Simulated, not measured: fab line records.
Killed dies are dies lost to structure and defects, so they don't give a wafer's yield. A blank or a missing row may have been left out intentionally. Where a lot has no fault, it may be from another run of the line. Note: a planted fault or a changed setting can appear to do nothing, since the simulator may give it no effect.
fab line records ; flow n5-finfet
record: lots: 7; wafers: 21
route steps=1938 shown ZERO_LAYER@10 WELL_APT@36 FIN_CUT@160 DUMMY_GATE@224 SD_EPI_P@321 SD_ACTIVATION@330 SDB@350 HKMG_FIN@402 GATE_CUT@490
start-h: hours from the record's first day to the start of the lot's first wafer shown ; wait-h: time in hours since the lot's previous step ; " unchanged from the row above ; L1.1+2: several wafers, shown together as one row ; - either no value or no given start ; * or withheld: withheld ; < > ~ a bound
route shown NAME@n: NAME is a module with steps in the file, n the number in the route of the first one ; usual: the fault-free wafers' mean and standard deviation ; same: alike in all rows ; chamber/n: place in a boat ; sites: readings site by site ; _std_site: how widely they spread, as a standard deviation ; _edge_site: outer sites' mean less inner sites' ; radius-mm: how far each site lies from the wafer's centre ; mask NAME#n: copy n ; behind: tool/chamber where the wafer was last shaped ; hold: cause of the lot's hold/its duration in hours/its outcome ; device: the transistor (n, p or np) that didn't switch ; end of line: tests run on the same wafers once the route is complete ; a step without rows: its recipe alone ; killed: count of dies lost to structure and defects at first sort (not the wafer's yield) ; map: a wafer's dies, x killed, . not, _ none there
set.NAME: the setting the step ran with; set.NAME@STEP: the setting that earlier step ran with ; model.NAME: the simulator's own value behind a step, which no gauge read
lots with deliberately changed settings; one table per step, one row per wafer
== steps ==
step: N5_ZERO_LAYER_PEB_09
recipe: peb-temp-c: withheld; peb-time-s: *
lot.wafer;tool;chamber;start-h;wait-h;set.peb-time-s
L086.1+3;litho-track-04;0;84.55;0.1;*
L086.2;litho-track-04;0;84.55;0.1;*
L088.1+2;litho-track-02;0;96.68;0.1;*
L088.3;litho-track-02;0;96.68;0.1;*
L089.2;litho-track-02;0;102.66;0.0;*
L089.4+5;litho-track-02;0;102.66;0.0;*
L090.1+3+5;litho-track-04;0;108.65;0.1;*
L092.1+2+5;litho-track-02;0;120.52;0.1;*
L093.2+5;litho-track-04;0;126.65;0.0;*
L093.4;litho-track-04;0;126.65;0.0;*
L097.1+3+4;litho-track-04;0;150.65;0.1;*
step: N5_ZERO_LAYER_DEVELOP_10
recipe: develop-time-s: 60; rinse-liquid: diw; dry: air-spin; dev-temp-c: 21
step: N5_ZERO_LAYER_HARDBAKE_23
recipe: temp-c: 130; time-s: 120
step: N5_ZERO_LAYER_CD_MEAS_11
recipe: target-cd-nm: 2000; landing-energy-ev: 500; detector: se-inlens
usual: cd-nm: 2000.8/2.1
lot.wafer;tool;chamber;start-h;wait-h;set.peb-time-s@ZERO_LAYER_PEB_09;cd-nm
L086.1;cd-sem-01;0;84.67;-;*;2005.4
L086.2;cd-sem-01;0;84.67;-;*;2001.1
L086.3;cd-sem-01;0;84.67;-;*;2003.0
L088.1;cd-sem-02;0;96.80;-;*;2000.3
L088.2;cd-sem-02;0;96.80;-;*;2000.3
L088.3;cd-sem-02;0;96.80;-;*;1997.6
L089.2;cd-sem-01;0;102.78;-;*;2004.3
L089.4;cd-sem-01;0;102.78;-;*;2000.5
L089.5;cd-sem-01;0;102.78;-;*;2000.6
L090.1;cd-sem-01;0;108.77;-;*;2002.7
L090.3;cd-sem-01;0;108.77;-;*;2005.8
L090.5;cd-sem-01;0;108.77;-;*;2003.7
L092.1;cd-sem-02;0;120.64;-;*;1998.4
L092.2;cd-sem-02;0;120.64;-;*;1999.0
L092.5;cd-sem-02;0;120.64;-;*;1999.6
L093.2;cd-sem-02;0;126.77;-;*;2001.6
L093.4;cd-sem-02;0;126.77;-;*;2008.7
L093.5;cd-sem-02;0;126.77;-;*;2000.6
L097.1;cd-sem-01;0;150.77;-;*;2003.2
L097.3;cd-sem-01;0;150.77;-;*;2000.3
L097.4;cd-sem-01;0;150.77;-;*;2004.3
step: N5_WELL_APT_COAT_19
recipe: spin-rpm: 1357; resist-thk-nm: 950
lot.wafer;tool;chamber;start-h;wait-h;set.spin-rpm;model.coat_of_WELL_APT_COAT_19.thk-nm
L086.1;litho-track-03;0;-;-;1357;948.6
L086.2;litho-track-03;0;-;-;1309;964.6
L086.3;litho-track-03;0;-;-;1309;966.9
L088.1;litho-track-01;0;-;-;1357;951.1
L088.2;litho-track-01;0;-;-;1357;957.3
L088.3;litho-track-01;0;-;-;1357;953.4
L089.2;litho-track-01;0;-;-;1357;945.9
L089.4;litho-track-01;0;-;-;1399;932.6
L089.5;litho-track-01;0;-;-;1357;948.4
L090.1;litho-track-03;0;-;-;1264;984
L090.3;litho-track-03;0;-;-;1357;951.2
L090.5;litho-track-03;0;-;-;1264;986.5
L092.1;litho-track-01;0;-;-;1357;947.5
L092.2;litho-track-01;0;-;-;1357;945.7
L092.5;litho-track-01;0;-;-;1357;944.4
L093.2;litho-track-04;0;-;-;1448;922.9
L093.4;litho-track-04;0;-;-;1357;950
L093.5;litho-track-04;0;-;-;1357;954.6
L097.1;litho-track-03;0;-;-;1494;901.8
L097.3;litho-track-03;0;-;-;1357;949.1
L097.4;litho-track-03;0;-;-;1494;903.7
step: N5_WELL_APT_PEB_23
recipe: peb-temp-c: 130; peb-time-s: 90
lot.wafer;tool;chamber;start-h;wait-h;set.peb-time-s
L086.1+3;litho-track-03;0;86.80;0.1;90
L086.2;litho-track-03;0;86.80;0.1;108.6
L088.1+2+3;litho-track-01;0;99.71;0.1;77.75
L089.2+4;litho-track-03;0;105.35;0.0;90
L089.5;litho-track-03;0;105.35;0.0;108.5
L090.1+5;litho-track-04;0;110.94;0.1;107.2
L090.3;litho-track-04;0;110.94;0.1;90
L092.1+2+5;litho-track-04;0;122.67;0.1;90
L093.2+4;litho-track-04;0;129.19;0.0;90
L093.5;litho-track-04;0;129.19;0.0;105
L097.1+3+4;litho-track-01;0;152.89;0.1;107.4
step: N5_WELL_APT_DEVELOP_24
recipe: develop-time-s: 45; rinse-liquid: surfactant-rinse; dry: air-spin; dev-temp-c: 21
step: N5_WELL_APT_HARDBAKE_29
recipe: temp-c: 130; time-s: 120
step: N5_WELL_APT_DESCUM_30
recipe: chemistry: O2; time-s: 7.9; source-power-w: 50; bias-power-w: 20; pressure-mtorr: 20; rf-frequency-hz: 2.712e+07; temp-c: 40; o2-flow-sccm: 225
lot.wafer;tool;chamber;start-h;wait-h;set.peb-time-s@WELL_APT_PEB_23;model.WELL_APT.cd-nm
L086.1;rie-diel-06;3;87.00;0.0;90;198.7
L086.2;rie-diel-06;1;87.00;0.0;108.6;208.6
L086.3;rie-diel-06;2;87.00;0.0;90;197.9
L088.1;rie-diel-03;3;100.11;0.2;77.75;194.9
L088.2;rie-diel-03;0;100.11;0.2;77.75;189.6
L088.3;rie-diel-03;1;100.11;0.2;77.75;191.8
L089.2;rie-diel-01;0;105.74;0.2;90;202
L089.4;rie-diel-01;2;105.74;0.2;90;203.9
L089.5;rie-diel-01;2;105.74;0.2;108.5;207.5
L090.1;rie-diel-03;3;111.15;0.0;107.2;206.5
L090.3;rie-diel-03;0;111.15;0.0;90;199.9
L090.5;rie-diel-03;1;111.15;0.0;107.2;205.5
L092.1;rie-diel-06;1;122.88;0.0;90;201.2
L092.2;rie-diel-06;0;122.88;0.0;90;200.3
L092.5;rie-diel-06;1;122.88;0.0;90;201
L093.2;rie-diel-01;3;129.56;0.2;90;202.5
L093.4;rie-diel-01;2;129.56;0.2;90;199.3
L093.5;rie-diel-01;2;129.56;0.2;105;206.3
L097.1;rie-diel-06;3;153.09;0.0;107.4;211.5
L097.3;rie-diel-06;0;153.09;0.0;107.4;209.5
L097.4;rie-diel-06;1;153.09;0.0;107.4;213.2
step: N5_FIN_CUT_EXPOSE_05
recipe: mask-id: FIN_CUT; na: 0.33; source-shape: annular; sigma-inner: 0.35; sigma-outer: 0.8; polarization: unpolarized; dose-mj: 45.75
lot.wafer;tool;chamber;start-h;wait-h;mask;set.dose-mj
L086.1+2+3;euv-scanner-01;0;101.13;-;FIN_CUT#0;45.75
L088.1+2+3;euv-scanner-01;0;111.80;-;FIN_CUT#0;45.75
L089.2+5;euv-scanner-02;0;118.04;-;FIN_CUT#0;43.89
L089.4;euv-scanner-02;0;118.04;-;FIN_CUT#0;45.75
L090.1+3;euv-scanner-02;0;125.54;-;FIN_CUT#0;45.75
L090.5;euv-scanner-02;0;125.54;-;FIN_CUT#0;48.35
L092.1+2+5;euv-scanner-02;0;135.79;-;FIN_CUT#0;45.75
L093.2+4+5;euv-scanner-02;0;140.62;-;FIN_CUT#0;48.28
L097.1+3+4;euv-scanner-02;0;165.62;-;FIN_CUT#0;45.75
step: N5_FIN_CUT_PEB_06
recipe: peb-temp-c: 100; peb-time-s: 60; resist: CAR-EUV
step: N5_FIN_CUT_DEVELOP_07
recipe: develop-time-s: 30; developer: TMAH; resist: CAR-EUV; rinse-liquid: surfactant-rinse; dry: air-spin; dev-temp-c: 23
step: N5_FIN_CUT_DESCUM_13
recipe: chemistry: O2; time-s: 7; source-power-w: 50; bias-power-w: 20; pressure-mtorr: 20; rf-frequency-hz: 2.712e+07; temp-c: 40; resist: CAR-EUV; o2-flow-sccm: 225
step: N5_FIN_CUT_ETCH_30
recipe: chemistry: N2/H2; target: underlayer; target-depth-a: 130; mask-material: CAR-EUV; time-s: 10.4; ion-energy-ev: 200; pressure-mtorr: 30; source-w: 840; bias-w: 150; n2-flow-sccm: 200; h2-flow-sccm: 200; ends: cleared
lot.wafer;tool;chamber;start-h;wait-h;set.dose-mj@FIN_CUT_EXPOSE_05;model.FIN_CUT.cd-offset-nm
L086.1+2;rie-diel-02;2,0;101.42;0.0;45.75;-0.2
L086.3;rie-diel-02;3;101.42;0.0;45.75;0
L088.1;rie-diel-05;3;112.11;0.0;45.75;0.2
L088.2+3;rie-diel-05;2,1;112.11;0.0;45.75;0
L089.2+5;rie-diel-04;3,2;118.33;0.0;43.89;-0.8
L089.4;rie-diel-04;0;118.33;0.0;45.75;0.2
L090.1;rie-diel-04;1;125.94;0.0;45.75;0.2
L090.3;rie-diel-04;0;125.94;0.0;45.75;0
L090.5;rie-diel-04;1;125.94;0.0;48.35;1
L092.1;rie-diel-02;2;136.14;0.0;45.75;0.4
L092.2;rie-diel-02;0;136.14;0.0;45.75;0
L092.5;rie-diel-02;1;136.14;0.0;45.75;0.2
L093.2;rie-diel-02;0;140.90;0.0;48.28;0.8
L093.4+5;rie-diel-02;3,2;140.90;0.0;48.28;1.2
L097.1;rie-diel-04;1;165.91;0.0;45.75;-0.4
L097.3;rie-diel-04;0;165.91;0.0;45.75;0
L097.4;rie-diel-04;3;165.91;0.0;45.75;-0.2
step: N5_FIN_CUT_ETCH_20
recipe: chemistry: CF4; target: SiARC; target-depth-a: 260; mask-material: CAR-EUV; time-s: 43.3; ion-energy-ev: 80; pressure-mtorr: 40; source-w: 545; bias-w: 36; Ar_flow_sccm: 100; cf4-flow-sccm: 100; ends: cleared
lot.wafer;tool;chamber;start-h;wait-h;set.dose-mj@FIN_CUT_EXPOSE_05;model.FIN_CUT.cd-offset-nm
L086.1;rie-diel-02;2;101.44;0.0;45.75;-0.2
L086.2;rie-diel-02;0;101.44;0.0;45.75;-0.4
L086.3;rie-diel-02;3;101.44;0.0;45.75;0
L088.1+2+3;rie-diel-05;3,2,1;112.13;0.0;45.75;0.2
L089.2+5;rie-diel-04;3,2;118.35;0.0;43.89;-0.8
L089.4;rie-diel-04;0;118.35;0.0;45.75;0.2
L090.1+3;rie-diel-04;1,0;125.96;0.0;45.75;0
L090.5;rie-diel-04;1;125.96;0.0;48.35;1
L092.1;rie-diel-02;2;136.16;0.0;45.75;0.2
L092.2;rie-diel-02;0;136.16;0.0;45.75;0
L092.5;rie-diel-02;1;136.16;0.0;45.75;0.4
L093.2;rie-diel-02;0;140.92;0.0;48.28;1
L093.4;rie-diel-02;3;140.92;0.0;48.28;1.4
L093.5;rie-diel-02;2;140.92;0.0;48.28;1.2
L097.1;rie-diel-04;1;165.93;0.0;45.75;-0.4
L097.3;rie-diel-04;0;165.93;0.0;45.75;0
L097.4;rie-diel-04;3;165.93;0.0;45.75;-0.2
step: N5_DUMMY_GATE_COAT_28
recipe: resist: underlayer; temp-c: 205; time-s: 60; spin-rpm: 1500; resist-thk-nm: 10
lot.wafer;tool;chamber;start-h;wait-h;set.spin-rpm;model.underlayer_of_DUMMY_GATE_COAT_28.thk-nm
L086.1+2+3;litho-track-05;0;-;-;1500;10
L088.1+2;litho-track-02;0;-;-;1641;9.6
L088.3;litho-track-02;0;-;-;1500;10
L089.2+4+5;litho-track-02;0;-;-;1500;10
L090.1+3+5;litho-track-02;0;-;-;1500;10
L092.1+2+5;litho-track-02;0;-;-;1500;10
L093.2+4;litho-track-04;0;-;-;1365;10.4
L093.5;litho-track-04;0;-;-;1500;10
L097.1+3;litho-track-02;0;-;-;1578;9.8
L097.4;litho-track-02;0;-;-;1500;10
step: N5_SD_EPI_P_EPI_21
recipe: material: SiGe:B; dopant: B; temp-c: 550; pressure-torr: 20; ambient: H2; time-s: 355
lot.wafer;tool;chamber;start-h;wait-h;set.epi-growth-time-s;model.SiGe-B_of_SD_EPI_P_EPI_21.thk-nm
L086.1+2;epi-rpcvd-03;0;133.34;0.2;355;61.4
L086.3;epi-rpcvd-03;0;133.34;0.2;372.4;63.2
L088.1;epi-rpcvd-03;0;141.68;0.1;355;60.8
L088.2;epi-rpcvd-03;0;141.68;0.1;333.4;58.6
L088.3;epi-rpcvd-03;0;141.68;0.1;355;61.6
L089.2;epi-rpcvd-01;0;152.02;0.5;332.1;58
L089.4;epi-rpcvd-01;0;152.02;0.5;355;60.2
L089.5;epi-rpcvd-01;0;152.02;0.5;332.1;57.8
L090.1;epi-rpcvd-03;0;152.97;0.1;355;60
L090.3;epi-rpcvd-03;0;152.97;0.1;355;61
L090.5;epi-rpcvd-03;0;152.97;0.1;355;59.4
L092.1;epi-rpcvd-03;0;163.53;0.1;355;60.6
L092.2;epi-rpcvd-03;0;163.53;0.1;355;60.4
L092.5;epi-rpcvd-03;0;164.97;1.5;355;60
L093.2;epi-rpcvd-03;0;169.79;0.5;355;59.4
L093.4;epi-rpcvd-03;0;169.79;0.5;381.9;62.6
L093.5;epi-rpcvd-03;0;169.79;0.5;381.9;63.4
L097.1;epi-rpcvd-03;0;192.79;0.1;355;60.6
L097.3+4;epi-rpcvd-03;0;192.79;0.1;355;61.4
step: N5_SD_EPI_P_HM_STRIP_48
recipe: chemistry: H3PO4; temp-c: 160; material: SiNx; target: SiNx; target-depth-a: 30; overetch-fraction: 0.3
lot.wafer;tool;chamber;start-h;wait-h;set.epi-growth-time-s@SD_EPI_P_EPI_21;model.SiGe-B_of_SD_EPI_P_EPI_21.thk-nm
L086.1;wet-bench-06;2;136.30;0.0;355;61
L086.2;wet-bench-06;1;136.30;0.0;355;61.2
L086.3;wet-bench-06;3;136.30;0.0;372.4;62.8
L088.1;wet-bench-05;2;143.93;0.0;355;60.4
L088.2;wet-bench-05;7;143.93;0.0;333.4;58.2
L088.3;wet-bench-05;1;143.93;0.0;355;61.4
L089.2;wet-bench-05;6;153.89;0.0;332.1;57.8
L089.4;wet-bench-05;3;153.89;0.0;355;59.8
L089.5;wet-bench-05;5;153.89;0.0;332.1;57.6
L090.1;wet-bench-04;1;155.22;0.0;355;59.6
L090.3;wet-bench-04;0;155.22;0.0;355;60.6
L090.5;wet-bench-04;7;155.22;0.0;355;59.2
L092.1;wet-bench-05;2;165.77;0.0;355;60.4
L092.2;wet-bench-05;6;165.77;0.0;355;60
L092.5;wet-bench-05;5;165.77;0.0;355;59.6
L093.2;wet-bench-04;3;171.67;0.0;355;59.2
L093.4;wet-bench-04;7;171.67;0.0;381.9;62.4
L093.5;wet-bench-04;4;171.67;0.0;381.9;63.2
L097.1;wet-bench-05;5;195.02;0.0;355;60.4
L097.3;wet-bench-05;4;195.02;0.0;355;61.2
L097.4;wet-bench-05;6;195.02;0.0;355;61
step: N5_SD_EPI_P_SRD_49
recipe: dry: ipa-marangoni; time-s: 30; temp-c: 23; rinse-liquid: diw
step: N5_SD_EPI_P_PRECLEAN_24
recipe: chemistry: O3/DIW; time-s: 45; temp-c: 22; o3-ppm: 10
step: N5_SD_ACTIVATION_RTA_00
recipe: temp-c: 975; time-s: 0; ambient: N2; idle-temp-c: 600; ramp-up-c-per-s: 150; ramp-down-c-per-s: 60; cool-to-c: 600
step: N5_SD_ACTIVATION_LSA_01
recipe: temp-c: 1080; time-s: 0.0008; ambient: N2
step: N5_SD_ACTIVATION_RS_MEAS_03
recipe: thk-meas-gauge: four-point-probe
usual: RS_SD_N: 21.88/0.26; RS_SD_P: 55.9/0.83
lot.wafer;tool;chamber;start-h;wait-h;set.epi-growth-time-s@SD_EPI_P_EPI_21;RS_SD_N[ohm/sq];RS_SD_P[ohm/sq]
L086.1;film-metro-02;-;136.96;0.2;355;21.72;55.6
L086.2;film-metro-02;-;136.96;0.2;355;21.98;55.7
L086.3;film-metro-02;-;136.96;0.2;372.4;21.94;54.2
L088.1;film-metro-01;-;145.03;0.2;355;22.01;56.2
L088.2;film-metro-01;-;145.03;0.2;333.4;21.95;58.6
L088.3;film-metro-01;-;145.03;0.2;355;21.83;55.7
L089.2;film-metro-01;-;154.65;0.2;332.1;21.70;58.2
L089.4;film-metro-01;-;154.65;0.2;355;22.07;56.6
L089.5;film-metro-01;-;154.65;0.2;332.1;21.49;58.2
L090.1;film-metro-01;-;155.82;0.2;355;22.25;56.9
L090.3;film-metro-01;-;155.82;0.2;355;21.89;55.6
L090.5;film-metro-01;-;155.82;0.2;355;21.93;56.6
L092.1;film-metro-02;-;166.33;0.2;355;21.59;55.4
L092.2;film-metro-02;-;166.33;0.2;355;21.62;55.8
L092.5;film-metro-02;-;166.33;0.2;355;21.61;55.9
L093.2;film-metro-01;-;172.31;0.2;355;21.83;56.6
L093.4;film-metro-01;-;172.31;0.2;381.9;21.60;54.1
L093.5;film-metro-01;-;172.31;0.2;381.9;22.01;53.6
L097.1;film-metro-02;-;195.60;0.2;355;21.94;57.4
L097.3;film-metro-02;-;195.60;0.2;355;22.31;55.5
L097.4;film-metro-02;-;195.60;0.2;355;22.31;56.2
step: N5_SDB_COAT_05
recipe: resist: CAR-ArF; spin-rpm: 1500; resist-thk-nm: 90
lot.wafer;tool;chamber;start-h;wait-h;set.spin-rpm;model.CAR-ArF_of_SDB_COAT_05.thk-nm
L086.1;litho-track-04;0;-;-;1333;95.4
L086.2;litho-track-04;0;-;-;1500;90
L086.3;litho-track-04;0;-;-;1500;90.2
L088.1+2;litho-track-02;0;-;-;1393;93.4
L088.3;litho-track-02;0;-;-;1500;90.2
L089.2+4;litho-track-04;0;-;-;1500;90
L089.5;litho-track-04;0;-;-;1500;89.8
L090.1+5;litho-track-04;0;-;-;1500;89.6
L090.3;litho-track-04;0;-;-;1500;89.8
L092.1+2;litho-track-01;0;-;-;1500;90
L092.5;litho-track-01;0;-;-;1500;89.6
L093.2;litho-track-01;0;-;-;1669;85
L093.4;litho-track-01;0;-;-;1669;85.2
L093.5;litho-track-01;0;-;-;1500;90
L097.1;litho-track-02;0;-;-;1555;88.6
L097.3+4;litho-track-02;0;-;-;1500;90.2
step: N5_SDB_EBR_07
recipe: solvent: PGMEA; ebr-width-mm: 1.5
step: N5_SDB_SOFTBAKE_06
recipe: temp-c: 110; time-s: 60; resist: CAR-ArF
step: N5_SDB_EXPOSE_08
recipe: mask-id: SDB; na: 1.35; source-shape: conventional; sigma-outer: 0.5; polarization: unpolarized; dose-mj: 49.6
step: N5_SDB_PEB_09
recipe: peb-temp-c: withheld; peb-time-s: 60; resist: CAR-ArF
step: N5_SDB_DEVELOP_10
recipe: develop-time-s: 30; developer: TMAH; resist: CAR-ArF; rinse-liquid: diw; dry: air-spin; dev-temp-c: 23
lot.wafer;tool;chamber;start-h;wait-h;set.spin-rpm@SDB_COAT_05;model.CAR-ArF_of_SDB_COAT_05.thk-nm
L086.1;litho-track-02;0;-;-;1333;93.8
L086.2;litho-track-02;0;-;-;1500;88.4
L086.3;litho-track-02;0;-;-;1500;88.6
L088.1;litho-track-01;0;-;-;1393;91.6
L088.2;litho-track-01;0;-;-;1393;91.8
L088.3;litho-track-01;0;-;-;1500;88.4
L089.2;litho-track-01;0;-;-;1500;88.2
L089.4;litho-track-01;0;-;-;1500;88.4
L089.5;litho-track-01;0;-;-;1500;88
L090.1+3;litho-track-01;0;-;-;1500;88
L090.5;litho-track-01;0;-;-;1500;87.8
L092.1+2;litho-track-04;0;-;-;1500;88.2
L092.5;litho-track-04;0;-;-;1500;88
L093.2;litho-track-04;0;-;-;1669;83.2
L093.4;litho-track-04;0;-;-;1669;83.4
L093.5;litho-track-04;0;-;-;1500;88.2
L097.1;litho-track-02;0;-;-;1555;87
L097.3+4;litho-track-02;0;-;-;1500;88.6
step: N5_HKMG_FIN_ETCH_54
recipe: chemistry: CF4; target: SiARC; target-depth-a: 455; mask-material: CAR-ArF; time-s: 75.8; ion-energy-ev: 80; pressure-mtorr: 40; source-w: 545; bias-w: 36; Ar_flow_sccm: 100; cf4-flow-sccm: 100; ends: cleared
usual: rf-vpp-V: 184.4/1.1
lot.wafer;tool;chamber;start-h;wait-h;set.source-w;rf-vpp-V
L086.1;rie-diel-03;0;150.49;0.0;545;183.7
L086.2;rie-diel-03;2;150.49;0.0;545;185.1
L086.3;rie-diel-03;1;150.49;0.0;545;184.3
L088.1;rie-diel-03;2;157.90;0.0;545;185.3
L088.2;rie-diel-03;0;157.90;0.0;545;186.3
L088.3;rie-diel-03;1;157.90;0.0;497.7;189.4
L089.2;rie-diel-06;0;167.39;0.0;545;184.0
L089.4;rie-diel-06;1;167.39;0.0;545;186.4
L089.5;rie-diel-06;3;167.39;0.0;545;184.6
L090.1;rie-diel-03;2;169.94;0.0;545;184.4
L090.3;rie-diel-03;0;169.94;0.0;545;184.1
L090.5;rie-diel-03;2;169.94;0.0;545;184.5
L092.1;rie-diel-06;1;179.58;0.0;545;185.5
L092.2;rie-diel-06;0;179.58;0.0;545;184.8
L092.5;rie-diel-06;0;179.58;0.0;545;186.9
L093.2;rie-diel-01;1;186.10;0.0;630.7;174.8
L093.4;rie-diel-01;2;186.10;0.0;630.7;174.2
L093.5;rie-diel-01;3;186.10;0.0;545;183.3
L097.1;rie-diel-01;0;209.03;0.0;545;186.1
L097.3;rie-diel-01;1;209.03;0.0;499.6;190.2
L097.4;rie-diel-01;2;209.03;0.0;545;184.3
step: N5_HKMG_FIN_ETCH_55
recipe: chemistry: N2/H2; target: SOC; target-depth-a: 2400; temp-c: 40; time-s: 300; ion-energy-ev: 200; mask-material: SiARC; pressure-mtorr: 30; source-w: 840; bias-w: 150; n2-flow-sccm: 200; h2-flow-sccm: 200
usual: rf-vpp-V: 524.7/1.9
lot.wafer;tool;chamber;start-h;wait-h;set.bias-w;rf-vpp-V;model.SiARC_of_HKMG_FIN_COAT_42.thk-nm
L086.1;rie-diel-03;0;150.54;0.0;150;526.3;21
L086.2;rie-diel-03;2;150.54;0.0;150;526.2;21.6
L086.3;rie-diel-03;1;150.54;0.0;174.2;574.0;18
L088.1;rie-diel-03;2;157.96;0.0;175.4;580.8;19.2
L088.2;rie-diel-03;0;157.96;0.0;150;524.7;21
L088.3;rie-diel-03;1;157.96;0.0;175.4;577.3;18.2
L089.2;rie-diel-06;0;167.45;0.0;158.3;545.8;20.2
L089.4;rie-diel-06;1;167.45;0.0;150;527.4;20.8
L089.5;rie-diel-06;3;167.45;0.0;150;523.5;20.6
L090.1;rie-diel-03;2;170.00;0.0;150;525.2;21.6
L090.3;rie-diel-03;0;170.00;0.0;170.4;568.6;18.8
L090.5;rie-diel-03;2;170.00;0.0;150;524.4;21.8
L092.1;rie-diel-06;1;179.63;0.0;150;528.0;21
L092.2;rie-diel-06;0;179.63;0.0;150;526.6;21.2
L092.5;rie-diel-06;0;179.63;0.0;150;526.2;21.6
L093.2;rie-diel-01;1;186.16;0.0;150;525.6;20.6
L093.4;rie-diel-01;2;186.16;0.0;150;523.9;21.2
L093.5;rie-diel-01;3;186.16;0.0;150;524.1;21.2
L097.1;rie-diel-01;0;209.09;0.0;150;527.1;21.4
L097.3;rie-diel-01;1;209.09;0.0;150;525.4;21.2
L097.4;rie-diel-01;2;209.09;0.0;150;522.7;21.4
step: N5_GATE_CUT_DESCUM_18
recipe: chemistry: O2; time-s: 7; source-power-w: 50; bias-power-w: 20; pressure-mtorr: 20; rf-frequency-hz: 2.712e+07; temp-c: 40; resist: CAR-EUV; o2-flow-sccm: 225
lot.wafer;tool;chamber;start-h;wait-h;set.time-s;model.CAR-EUV_of_GATE_CUT_COAT_07.thk-nm
L086.1;rie-diel-02;0;162.45;0.1;6.055;26.4
L086.2+3;rie-diel-02;2,3;162.45;0.1;7;26
L088.1;rie-diel-02;2;170.37;0.0;7;26.2
L088.2+3;rie-diel-02;0,3;170.37;0.0;8.474;25.4
L089.2+4+5;rie-diel-04;2,0,2;179.05;0.0;5.59;26.8
L090.1+3+5;rie-diel-05;1,0,3;181.51;0.0;7;26
L092.1+2+5;rie-diel-04;3,2,1;191.53;0.0;7;26
L093.2;rie-diel-04;2;197.72;0.0;7;26
L093.4;rie-diel-04;2;197.72;0.0;8.134;25.4
L093.5;rie-diel-04;1;197.72;0.0;7;26.2
L097.1+3;rie-diel-05;2,1;220.57;0.0;7;26
L097.4;rie-diel-05;0;220.57;0.0;8.026;25.4
step: N5_GATE_CUT_ETCH_28
recipe: chemistry: N2/H2; target: underlayer; target-depth-a: 130; mask-material: CAR-EUV; time-s: 10.4; ion-energy-ev: 200; pressure-mtorr: 30; source-w: 840; bias-w: 150; n2-flow-sccm: 200; h2-flow-sccm: 200; ends: cleared
lot.wafer;tool;chamber;start-h;wait-h;set.time-s@GATE_CUT_DESCUM_18;model.CAR-EUV_of_GATE_CUT_COAT_07.thk-nm
L086.1;rie-diel-02;0;162.48;0.0;6.055;15
L086.2;rie-diel-02;2;162.48;0.0;7;14.6
L086.3;rie-diel-02;3;162.48;0.0;7;14.4
L088.1;rie-diel-02;2;170.41;0.0;7;14.6
L088.2+3;rie-diel-02;0,3;170.41;0.0;8.474;14
L089.2+5;rie-diel-04;2;179.08;0.0;5.59;15.4
L089.4;rie-diel-04;0;179.08;0.0;5.59;15.6
L090.1;rie-diel-05;1;181.55;0.0;7;14.4
L090.3+5;rie-diel-05;0,3;181.55;0.0;7;14.6
L092.1;rie-diel-04;3;191.56;0.0;7;14.4
L092.2+5;rie-diel-04;2,1;191.56;0.0;7;14.6
L093.2+5;rie-diel-04;2,1;197.76;0.0;7;14.6
L093.4;rie-diel-04;2;197.76;0.0;8.134;14
L097.1+3;rie-diel-05;2,1;220.60;0.0;7;14.4
L097.4;rie-diel-05;0;220.60;0.0;8.026;14
== key ==
split: step: N5_ZERO_LAYER_PEB_09; setting: peb-time-s; stated: *; by: wafer
response: step: N5_ZERO_LAYER_CD_MEAS_11; reading: cd-nm; change: +0.36; per: 1%; r: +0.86
split: step: N5_WELL_APT_COAT_19; setting: spin-rpm; stated: 1357; by: wafer
response: step: N5_WELL_APT_COAT_19; reading: model.coat_of_WELL_APT_COAT_19.thk-nm; change: -4.65; per: 1%; r: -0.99
split: step: N5_WELL_APT_PEB_23; setting: peb-time-s; stated: 90; by: wafer
response: step: N5_WELL_APT_DESCUM_30; reading: model.WELL_APT.cd-nm; change: +0.344; per: 1%; r: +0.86
split: step: N5_FIN_CUT_EXPOSE_05; setting: dose-mj; stated: 45.75; by: wafer
response: step: N5_FIN_CUT_ETCH_30; reading: model.FIN_CUT.cd-offset-nm; change: +0.188; per: 1%; r: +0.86
response: step: N5_FIN_CUT_ETCH_20; reading: model.FIN_CUT.cd-offset-nm; change: +0.2; per: 1%; r: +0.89
split: step: N5_DUMMY_GATE_COAT_28; setting: spin-rpm; stated: 1500; by: wafer
response: step: N5_DUMMY_GATE_COAT_28; reading: model.underlayer_of_DUMMY_GATE_COAT_28.thk-nm; change: -0.0428; per: 1%; r: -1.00
split: step: N5_SD_EPI_P_EPI_21; setting: epi-growth-time-s; stated: 355; by: wafer
response: step: N5_SD_EPI_P_EPI_21; reading: model.SiGe-B_of_SD_EPI_P_EPI_21.thk-nm; change: +0.417; per: 1%; r: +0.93
response: step: N5_SD_EPI_P_HM_STRIP_48; reading: model.SiGe-B_of_SD_EPI_P_EPI_21.thk-nm; change: +0.41; per: 1%; r: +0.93
response: step: N5_SD_ACTIVATION_RS_MEAS_03; reading: RS_SD_P; change: -0.335; per: 1%; r: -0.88
split: step: N5_SDB_COAT_05; setting: spin-rpm; stated: 1500; by: wafer
response: step: N5_SDB_COAT_05; reading: model.CAR-ArF_of_SDB_COAT_05.thk-nm; change: -0.453; per: 1%; r: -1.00
response: step: N5_SDB_DEVELOP_10; reading: model.CAR-ArF_of_SDB_COAT_05.thk-nm; change: -0.456; per: 1%; r: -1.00
split: step: N5_HKMG_FIN_ETCH_54; setting: source-w; stated: 545; by: wafer
response: step: N5_HKMG_FIN_ETCH_54; reading: rf-vpp-V; change: -0.54; per: 1%; r: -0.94
split: step: N5_HKMG_FIN_ETCH_55; setting: bias-w; stated: 150; by: wafer
response: step: N5_HKMG_FIN_ETCH_55; reading: rf-vpp-V; change: +3.15; per: 1%; r: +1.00
response: step: N5_HKMG_FIN_ETCH_55; reading: model.SiARC_of_HKMG_FIN_COAT_42.thk-nm; change: -0.176; per: 1%; r: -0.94
split: step: N5_GATE_CUT_DESCUM_18; setting: time-s; stated: 7; by: wafer
response: step: N5_GATE_CUT_DESCUM_18; reading: model.CAR-EUV_of_GATE_CUT_COAT_07.thk-nm; change: -0.0384; per: 1%; r: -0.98
response: step: N5_GATE_CUT_ETCH_28; reading: model.CAR-EUV_of_GATE_CUT_COAT_07.thk-nm; change: -0.0317; per: 1%; r: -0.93
